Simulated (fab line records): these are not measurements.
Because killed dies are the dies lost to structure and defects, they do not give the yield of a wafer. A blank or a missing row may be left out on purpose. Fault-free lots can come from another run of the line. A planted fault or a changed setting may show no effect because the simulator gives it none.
Matching of chambers :: flow nandHarc :: NHARC_P_M1_ETCH_35 on rieDiel-04: 4 sister chambers
The step etches the open film in N2/H2, target depth 40 nm, overetch 12 nm, time 43.94 s. 8 wafers are shown with their chamber, then 7 later ones without.

EACH WAFER AND ITS CHAMBER
wafer: L632.2
chamber: 3
drypumpMotorCurrentA (A): 5.4
rfVppV (V): 433.0

wafer: L635.1
chamber: 2
drypumpMotorCurrentA (A): 4.9
rfVppV (V): 432.4

wafer: L635.5
chamber: 0
drypumpMotorCurrentA (A): 6.1
rfVppV (V): 428.3

wafer: L641.2
chamber: 2
drypumpMotorCurrentA (A): 4.9
rfVppV (V): 433.0

wafer: L641.3
chamber: 1
drypumpMotorCurrentA (A): 6.4
rfVppV (V): 429.9

wafer: L641.6
chamber: 0
drypumpMotorCurrentA (A): 6.1
rfVppV (V): 429.1

wafer: L640.1
chamber: 3
drypumpMotorCurrentA (A): 5.3
rfVppV (V): 433.8

wafer: L640.3
chamber: 1
drypumpMotorCurrentA (A): 6.4
rfVppV (V): 429.6

WAFERS WITHOUT THEIR CHAMBER
wafer: L640.6
drypumpMotorCurrentA (A): 6.0
rfVppV (V): 428.8

wafer: L646.1
drypumpMotorCurrentA (A): 5.3
rfVppV (V): 434.5

wafer: L646.3
drypumpMotorCurrentA (A): 4.9
rfVppV (V): 434.0

wafer: L646.6
drypumpMotorCurrentA (A): 6.4
rfVppV (V): 430.0

wafer: L653.2
drypumpMotorCurrentA (A): 4.9
rfVppV (V): 433.0

wafer: L653.5
drypumpMotorCurrentA (A): 4.9
rfVppV (V): 435.0

wafer: L653.6
drypumpMotorCurrentA (A): 5.4
rfVppV (V): 434.3

WHICH CHAMBER EACH WENT THROUGH
wafer: L640.6
from the rows above: 0
in truth: 0

wafer: L646.1
from the rows above: 3
in truth: 3

wafer: L646.3
from the rows above: 2
in truth: 2

wafer: L646.6
from the rows above: 1
in truth: 1

wafer: L653.2
from the rows above: 2
in truth: 2

wafer: L653.5
from the rows above: 2
in truth: 2

wafer: L653.6
from the rows above: 3
in truth: 3
Correctly placed: 7 of 7. Can't be placed from these rows: 0. 0 placed wrongly.
How it was worked out, from the rows above alone: a wafer's distance from a chamber is the root of the sum, over the readings, of the square of ((its reading less the chamber's mean) divided by the reading's scatter). If the next closest chamber is less than 2 further off than the closest, the wafer can't be placed; otherwise it belongs to the closest. The mean given for a chamber averages the wafers shown for that chamber. The scatter: the root of (the sum of the squares of (reading less its chamber's mean) over the shown wafers, divided by (wafers less chambers)).
